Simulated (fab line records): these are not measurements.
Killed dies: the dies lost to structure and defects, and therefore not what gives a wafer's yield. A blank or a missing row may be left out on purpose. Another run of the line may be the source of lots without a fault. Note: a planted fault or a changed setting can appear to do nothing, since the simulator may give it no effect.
What tool caused it? -- flow nand harc -- 6 lots with 18 wafers sampled at 4 steps, on a route of 1159 steps

## WHAT THE GAUGES READ, wafer by wafer
NHARC_A_ONON_D1_THK_MEAS_24: measures by ellipsometry.
lot,measured,on,thk nm (nm)
L490,day 8 18:00,film metro-02,1003 1003 1004
L495,day 9 20:52,film metro-02,1004 1004 1003
L497,day 10 06:56,film metro-02,996 996 995
L505,day 12 08:07,film metro-02,1695 1694 1695
L507,day 12 15:47,film metro-01,997 995 995
L509,day 13 06:07,film metro-02,991 991 990

## EACH LOT AND THE TOOL THAT RAN IT (in order: tool; ch and the chambers of the sampled wafers; start)
lot,NHARC_P_M2_DEP_33,NHARC_A_ZERO_WELL_ETCH_13,NHARC_A_ONON_D1_DEP_22
L490,"pecvd-01 ch 0,1,2, day 7 00:37","rie si-06 ch 1,2, day 7 06:32","pecvd onon-03 ch 0, day 8 17:28"
L495,"pecvd-01 ch 0,1,2, day 8 05:18","rie si-05 ch 0,1,3, day 8 11:26","pecvd onon-03 ch 0, day 9 20:25"
L497,"pecvd-01 ch 0,1, day 8 14:12","rie si-05 ch 1,2,3, day 8 21:04","pecvd onon-04 ch 0, day 10 06:25"
L505,"pecvd-03 ch 0,2, day 10 13:43","rie si-06 ch 1,3, day 10 19:47","pecvd onon-04 ch 0, day 12 07:40"
L507,"pecvd-03 ch 0,1,2, day 11 00:23","rie si-06 ch 1,3, day 11 06:20","pecvd onon-03 ch 0, day 12 15:20"
L509,"pecvd-01 ch 0,1,2, day 11 12:55","rie si-01 ch 0,2,3, day 11 19:05","pecvd onon-03 ch 0, day 13 05:35"
- NHARC_P_M2_DEP_33: deposits SiCN, target thk 30 nm.
- NHARC_A_ZERO_WELL_ETCH_13: etches the open film in HBr/Cl2, target depth 120 nm, time 40.1 s.
- NHARC_A_ONON_D1_DEP_22: target thk 1000 nm.

## THE ANSWER, worked out from the rows above alone
Rule: usual is defined by the lots themselves. Put in order of their means at a reading, lots are off if they are a third of the lots or fewer, leave a main group of 4 or more, and stand apart from it by a gap of 3 or more times the standard deviation of the main group's means; of several such gaps the widest counts. A main group is skipped when, at the precision printed for the reading in the tables above, its means are all equal. A lot without any number at a reading at which 4 lots or more have one is off too. Any other lot the step has rows for is counted as sound.
Off at NHARC_A_ONON_D1_THK_MEAS_24 (thk nm): L505. For the main group the mean is 998 nm and the standard deviation 5.
A tool fits if, at a process step before that reading, it ran every lot that is off, and no sound lot after the first of them. The gauges at NHARC_A_ONON_D1_THK_MEAS_24 are tried like those tools. One fits: pecvd onon-04 at NHARC_A_ONON_D1_DEP_22. Its last sound lot is L497 (day 10 06:25), its first lot that is off L505 (day 12 07:40): a fault that began between those two fits.

## WHAT HAD BEEN PUT IN BY THE SIMULATOR
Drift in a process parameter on pecvd onon-04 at NHARC_A_ONON_D1_DEP_22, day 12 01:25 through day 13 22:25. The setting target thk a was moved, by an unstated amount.
Shown lots that were struck: L505. This agrees with what the rule above found.
